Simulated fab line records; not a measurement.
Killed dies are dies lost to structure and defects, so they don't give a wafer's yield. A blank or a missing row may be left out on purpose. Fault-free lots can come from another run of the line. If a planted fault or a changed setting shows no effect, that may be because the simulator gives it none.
fab line records	flow n5-finfet
[record] lots = 13	wafers = 33	last-day = 16
route steps=1938 shown BEOL_M15@1784 PASSIVATION@1936
lots with no fault: from the same line, run without faults
start-h: hours from the record's first day to the start of the lot's first wafer shown	wait-h: hours elapsed since this lot's preceding step	" repeats the value in the row above	L1.1+2: a single row standing in for several wafers	- no value, or no start given	* or withheld: withheld	< > ~ a bound
route shown NAME@n: a module of which the file shows steps, and the number in the route of the first	usual: average and standard deviation across the fault-free wafers	same: alike in all rows	chamber/n: place in a boat	sites: the reading at each site	_std_site: the standard deviation of these	_edge_site: mean of outer sites minus mean of inner sites	radius-mm: how far each site lies from the wafer's centre	mask NAME#n: copy n	behind: the most recent tool/chamber to have shaped the wafer	hold: why the lot was held/for how many hours/how that ended	device: names the non-switching transistor (n, p or np)	end of line: the route-end tests of the same wafers	for a step that has no rows: nothing shown but its recipe	killed: dies lost to structure and defects at the first sort, not the wafer's yield	map: a wafer's dies, x killed, . not, _ none there
set.NAME: the setting that was run; set.NAME@STEP: the one run at that earlier step	model.NAME: the simulator's own value behind a step, which no gauge read
a sample of lots followed through the steps of the route, with each step as a table and each wafer as a row
services: from which hour (start-h, from the record's first day; less than 0 if before it) a tool's chamber was out of use, for how many hours, and why
[[steps]]
[step N5_BEOL_M15_OVL_MEAS_11]
[recipe] points-per-wafer = 44
[usual] V14_OVL = -1/4.4
lot.wafer	tool	chamber	start-h	wait-h	V14_OVL[nm]
L101.2	overlay-01	0	259.26	0.0	-6
L101.4	"	0	"	"	2
L101.6	"	0	"	"	-5
L998.1	overlay-01	0	270.01	0.0	-9
L998.3	"	0	"	"	-1
L998.5	"	0	"	"	-1
L103.1	overlay-01	0	275.96	0.0	5
L103.5	"	0	"	"	3
L104.2	overlay-01	0	281.66	0.0	-1
L104.3	"	0	"	"	1
L104.6	"	0	"	"	-3
L106.2	overlay-02	0	296.22	0.0	-2
L106.4	"	0	"	"	3
L110.4	overlay-01	0	323.41	0.0	1
L110.5	"	0	"	"	-4
L109.3	overlay-02	0	323.90	0.0	3
L109.6	"	0	"	"	-4
L113.2	overlay-02	0	337.82	0.0	-1
L113.6	"	0	"	"	-7
L112.4	overlay-01	0	338.05	0.0	-2
L112.5	"	0	"	"	-4
L112.6	"	0	"	"	1
L114.3	overlay-02	0	354.18	0.0	2
L114.5	"	0	"	"	-5
L116.2	overlay-02	0	354.42	0.0	5
L116.4	"	0	"	"	-2
L116.5	"	0	"	"	-4
L118.2	overlay-01	0	360.42	0.0	-5
L118.3	"	0	"	"	-12
L118.5	"	0	"	"	-7
L119.2	overlay-01	0	369.81	0.0	0
L119.4	"	0	"	"	2
L119.5	"	0	"	"	6
[step N5_BEOL_M15_ETCH_59]
[recipe] chemistry = N2/H2	target = BARC	target-depth-a = 890	overetch-a = 267	time-s = 67.9	ion-energy-ev = 200	pressure-mtorr = 30	source-w = 840	bias-w = 150	n2-flow-sccm = 200	h2-flow-sccm = 200
[usual] drypump-motor-current-A = 6.0/0.57	h2-flow-sccm = 200.0/0.66	n2-flow-sccm = 199.9/0.57	oes-product-au = 0.65/0.049	rf-fwd-power-W = 833/3.1	rf-vpp-V = 523.4/2.3	showerhead-plenum-p-Torr = 2.52/0.086	throttle-valve-pct = 17.86/0.22
lot.wafer	tool	chamber	start-h	wait-h	drypump-motor-current-A	h2-flow-sccm	n2-flow-sccm	oes-product-au	rf-fwd-power-W	rf-hours-counter-h	rf-vpp-V	showerhead-plenum-p-Torr	throttle-valve-pct
L101.2	rie-diel-04	2	259.39	0.0	5.7	200.2	200.1	0.62	829	192	520.7	2.43	17.76
L101.4	"	3	"	"	6.6	199.9	199.8	0.66	832	156	521.4	2.43	17.64
L101.6	"	1	"	"	5.0	199.3	198.9	0.71	833	-	524.6	2.61	18.03
L998.1	rie-diel-01	0	270.10	0.0	5.1	200.4	200.3	0.72	832	65	522.9	2.47	17.66
L998.3	"	3	"	"	6.3	200.1	200.2	0.62	835	207	524.6	2.49	17.44
L998.5	"	3	"	"	6.3	201.2	199.5	0.62	837	-	522.2	2.49	17.44
L103.1	rie-diel-04	2	276.06	0.0	5.7	200.1	200.0	0.62	831	196	520.3	2.43	17.77
L103.5	"	3	"	"	6.6	200.1	200.0	0.66	830	-	522.2	2.42	17.66
L104.2	rie-diel-04	2	282.55	0.0	5.7	200.1	199.9	0.61	827	199	520.4	2.42	17.78
L104.3	"	1	"	"	5.0	200.1	199.5	0.71	835	63	523.9	2.60	18.04
L104.6	"	2	"	"	5.7	199.7	199.5	0.62	826	-	520.4	2.42	17.79
L106.2	rie-diel-04	3	296.33	0.0	6.7	200.2	200.1	0.65	834	170	521.0	2.42	17.66
L106.4	"	0	"	"	6.1	201.7	199.7	0.61	838	207	527.0	2.64	18.18
L110.4	rie-diel-02	3	323.59	0.0	6.0	199.5	200.7	0.60	837	218	524.0	2.50	18.22
L110.5	"	1	"	"	5.4	199.8	200.2	0.62	836	-	522.1	2.53	17.90
L109.3	rie-diel-02	0	324.77	0.0	5.6	199.1	200.3	0.75	835	36	524.9	2.62	18.05
L109.6	"	1	"	"	5.4	200.2	200.8	0.62	837	-	524.9	2.53	17.87
L113.2	rie-diel-04	0	337.92	0.0	6.1	199.3	200.3	0.60	834	222	526.6	2.63	18.20
L113.6	"	3	"	"	6.6	199.9	201.0	0.65	832	-	522.2	2.41	17.69
L112.4	rie-diel-02	0	338.23	0.0	5.5	199.1	199.2	0.75	832	41	525.6	2.62	18.04
L112.5	"	2	"	"	6.2	200.2	199.6	0.70	835	-	527.3	2.67	17.66
L112.6	"	1	"	"	5.4	199.1	200.6	0.62	832	-	523.4	2.52	17.90
L114.3	rie-diel-01	0	354.28	0.0	5.1	200.6	199.6	0.68	836	91	522.0	2.46	17.70
L114.5	"	3	"	"	6.3	199.3	199.9	0.60	832	-	522.7	2.48	17.50
L116.2	rie-diel-04	3	354.52	0.0	6.7	198.4	200.3	0.63	831	192	521.3	2.41	17.68
L116.4	"	2	"	"	5.8	200.2	201.5	0.61	829	218	520.4	2.42	17.82
L116.5	"	2	"	"	5.7	200.1	200.2	0.60	830	-	521.3	2.42	17.81
L118.2	rie-diel-02	2	360.51	0.0	6.2	200.4	199.3	0.69	838	70	527.3	2.67	17.66
L118.3	"	3	"	"	6.0	200.5	199.8	0.59	837	229	521.6	2.49	18.26
L118.5	"	3	"	"	6.0	200.1	200.1	0.58	837	-	522.9	2.50	18.24
L119.2	rie-diel-04	0	369.90	0.0	6.1	200.4	199.9	0.59	831	232	525.6	2.62	18.22
L119.4	"	2	"	"	5.7	199.6	200.5	0.60	830	222	520.6	2.41	17.82
L119.5	"	1	"	"	5.0	198.7	199.3	0.68	832	-	524.4	2.59	18.10
[step N5_BEOL_M15_CD_MEAS_17]
[recipe] target-cd-nm = 360	polarity = opening
[usual] cd-nm = 361.5/2.7
lot.wafer	tool	chamber	start-h	wait-h	cd-nm
L101.2	cd-sem-01	-	259.86	0.0	359.6
L101.4	"	-	"	"	362.5
L101.6	"	-	"	"	365.0
L998.1	cd-sem-02	-	270.56	0.0	361.8
L998.3	"	-	"	"	362.0
L998.5	"	-	"	"	363.3
L103.1	cd-sem-02	-	276.66	0.0	358.6
L103.5	"	-	"	"	359.4
L104.2	cd-sem-03	-	283.02	0.0	359.5
L104.3	"	-	"	"	366.9
L104.6	"	-	"	"	360.4
L106.2	cd-sem-02	-	296.83	0.0	359.6
L106.4	"	-	"	"	361.2
L110.4	cd-sem-01	-	324.06	0.0	362.4
L110.5	"	-	"	"	363.0
L109.3	cd-sem-01	-	325.24	0.0	358.9
L109.6	"	-	"	"	364.7
L113.2	cd-sem-02	-	338.39	0.0	353.0
L113.6	"	-	"	"	357.4
L112.4	cd-sem-03	-	338.69	0.0	363.7
L112.5	"	-	"	"	361.9
L112.6	"	-	"	"	360.5
L114.3	cd-sem-02	-	354.74	0.0	360.9
L114.5	"	-	"	"	363.6
L116.2	cd-sem-03	-	354.98	0.0	358.2
L116.4	"	-	"	"	359.0
L116.5	"	-	"	"	360.6
L118.2	cd-sem-02	-	360.98	0.0	360.3
L118.3	"	-	"	"	358.5
L118.5	"	-	"	"	361.4
L119.2	cd-sem-03	-	370.40	0.0	357.4
L119.4	"	-	"	"	358.1
L119.5	"	-	"	"	362.0
[step N5_BEOL_M15_COAT_60]
[recipe] resist = BARC	temp-c = 205	time-s = 60	spin-rpm = 1500	resist-thk-nm = 89
[usual] exhaust-pa = 45.1/0.87	spin-speed-rpm = 1500.1/0.96
lot.wafer	tool	chamber	start-h	wait-h	exhaust-pa	spin-speed-rpm
L101.2	litho-track-02	0	260.46	0.3	45.0	1499.7
L101.4	"	0	"	"	44.7	1499.5
L101.6	"	0	"	"	44.6	1499.6
L998.1	litho-track-01	0	271.17	0.3	44.8	1500.1
L998.3	"	0	"	"	43.9	1499.4
L998.5	"	0	"	"	44.9	1500.0
L103.1	litho-track-01	0	277.58	0.3	44.2	1499.4
L103.5	"	0	"	"	44.7	1498.8
L104.2	litho-track-03	0	283.85	0.3	45.9	1500.0
L104.3	"	0	"	"	45.8	1501.2
L104.6	"	0	"	"	44.9	1499.2
L106.2	litho-track-01	0	297.43	0.3	45.3	1499.3
L106.4	"	0	"	"	45.3	1501.0
L110.4	litho-track-01	0	324.68	0.3	44.2	1500.1
L110.5	"	0	"	"	44.9	1499.0
L109.3	litho-track-02	0	325.90	0.3	46.2	1499.5
L109.6	"	0	"	"	46.8	1500.2
L113.2	litho-track-03	0	338.99	0.3	46.0	1500.9
L113.6	"	0	"	"	44.7	1499.5
L112.4	litho-track-02	0	339.29	0.3	43.8	1499.8
L112.5	"	0	"	"	45.7	1500.6
L112.6	"	0	"	"	44.5	1499.3
L114.3	litho-track-03	0	355.34	0.3	44.5	1500.1
L114.5	"	0	"	"	45.0	1499.4
L116.2	litho-track-01	0	355.60	0.3	46.9	1443.1
L116.4	"	0	"	"	44.7	1441.0
L116.5	"	0	"	"	45.1	1440.7
L118.2	litho-track-01	0	361.58	0.3	44.8	1442.8
L118.3	"	0	"	"	43.7	1444.3
L118.5	"	0	"	"	43.6	1443.5
L119.2	litho-track-01	0	371.00	0.3	44.6	1441.6
L119.4	"	0	"	"	44.7	1441.7
L119.5	"	0	"	"	46.8	1441.5
[step N5_PASSIVATION_PROBE_49]
[usual] defect-limited-yield = 91.3/1.4	killed_at_M0_to_M3 = 32/9.5	killed_at_M4_up = 14/5.2	killed-at-contacts = 13/5.7	killed-at-front-end = 41/12	killed-at-other = 3.5/2.6	killed-dies = 103/17	killed-open = 68/14	killed-short = 32/7	sort_bin_5_function = 5.0/0.91	sort_bin_6_memory = 3.3/0.7	sort_bin_8_speed = 0.03/0.22	sort-n-pass = 1076/17	sort-yield-pct = 91.2/1.4
[same] gross-dies = 1180	killed-at-back-side = 0	sort_bin_4_leakage[%] = 0
lot.wafer	tool	chamber	start-h	wait-h	defect-limited-yield[%]	killed_at_M0_to_M3	killed_at_M4_up	killed-at-contacts	killed-at-front-end	killed-at-other	killed-dies	killed-open	killed-short	sort_bin_5_function[%]	sort_bin_6_memory[%]	sort_bin_8_speed[%]	sort-n-pass	sort-yield-pct[%]
L109.3	prober-01	-	342.47	0.1	89.8	29	8	7	65	11	120	78	41	4.7	5.4	0	1060	89.8
L109.6	prober-01	-	342.62	0.3	91.1	31	8	10	48	8	105	67	38	5.3	3.3	0	1075	91.1
L114.3	prober-02	-	372.41	0.2	93.1	30	11	8	32	0	81	54	26	4.3	2.5	0	1099	93.1
L114.5	prober-02	-	372.51	0.3	90.3	33	10	6	66	0	115	78	37	6.1	3.6	0	1065	90.3
L118.2	prober-01	-	378.13	0.1	91.7	25	11	4	56	2	98	69	28	5.3	2.5	0	1082	91.7
L118.3	prober-01	-	378.18	0.1	89.5	44	17	9	53	1	124	84	39	5.3	4.8	0	1056	89.5
// killed by level:class
L109.3 STI_FIN_REVEAL:geometric-particle:open=19 GATE_CUT:geometric-particle:short=12 FIN_SAQP:geometric-particle:short=7 FIN_SAQP:geometric-particle:open=6 MOL_CONTACT_COAG:geometric-particle:open=6 BEOL_M1:geometric-particle:open=6 BEOL_M3:geometric-particle:open=5 BEOL_M0_SAQP:geometric-particle:open=4
L109.6 STI_FIN_REVEAL:geometric-particle:open=18 BEOL_M0_SAQP:geometric-particle:open=11 FIN_SAQP:geometric-particle:short=7 MOL_CONTACT_COAG:geometric-particle:open=7 GATE_CUT:geometric-particle:short=5 PASS1_CAP:geometric-particle:short=5 BEOL_M4:geometric-particle:open=4 GATE_CUT:geometric-particle:open=4
L114.3 STI_FIN_REVEAL:geometric-particle:open=9 BEOL_M1:geometric-particle:open=8 FIN_SAQP:geometric-particle:short=5 MOL_CONTACT_COAG:geometric-particle:open=5 BEOL_M3:geometric-particle:open=5 STARTING-WAFER:geometric-particle:open=5 BEOL_M3:geometric-particle:short=4 BEOL_M0_SAQP:geometric-particle:open=4
L114.5 STI_FIN_REVEAL:geometric-particle:open=32 BEOL_M0_SAQP:geometric-particle:open=10 BEOL_M0_SAQP:geometric-particle:short=7 STI_FIN_REVEAL:geometric-particle:short=5 GATE_CUT:geometric-particle:short=5 BEOL_M0:geometric-particle:open=5 MOL_CONTACT_COAG:geometric-particle:short=4 BEOL_M2:geometric-particle:open=4
L118.2 STI_FIN_REVEAL:geometric-particle:open=20 BEOL_M3:geometric-particle:open=10 FIN_SAQP:geometric-particle:short=9 BEOL_M4:geometric-particle:open=8 FIN_SAQP:geometric-particle:open=7 BEOL_M1:geometric-particle:open=5 GATE_CUT:geometric-particle:short=4 STARTING-WAFER:geometric-particle:open=4
L118.3 BEOL_M3:geometric-particle:open=24 STI_FIN_REVEAL:geometric-particle:open=16 FIN_SAQP:geometric-particle:short=10 BEOL_M4:geometric-particle:open=8 MOL_CONTACT_COAG:geometric-particle:open=7 BEOL_M1:geometric-particle:open=7 FIN_SAQP:geometric-particle:open=6 BEOL_M3:geometric-particle:short=5
[[services]]
tool	chamber	start-h	hours	kind
litho-track-03	-	246.46	-	consumable-replace:filter
litho-track-01	-	253.55	-	consumable-replace:filter
rie-diel-02	0	264.59	16.2	repair
rie-diel-02	-	271.50	14.6	pm
rie-diel-04	1	310.45	4.1	repair
litho-track-02	-	328.68	-	consumable-replace:filter
rie-diel-04	0	360.64	2.0	repair
rie-diel-02	0	361.79	5.2	repair
[[key]]
[first-sign] step = N5_BEOL_M15_COAT_60	reading = spin-speed-rpm	direction = down	sigmas = 60	usual = *	struck = *
effect none on later readings
met-at N5_BEOL_M15_COAT_60
struck-lots L116,L118,L119
not-acting-at N5_BEOL_M15_OVL_MEAS_11,N5_BEOL_M15_ETCH_59,N5_BEOL_M15_CD_MEAS_17
onset-between 324.68 355.60
[fault] kind = process-parameter-drift	tool = litho-track-01	chamber = -	onset-h = 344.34	steps = N5_BEOL_M15_COAT_60	channel = spin-rpm	offset = *	shape = step	end-h = 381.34	acts-in = *	stated = *
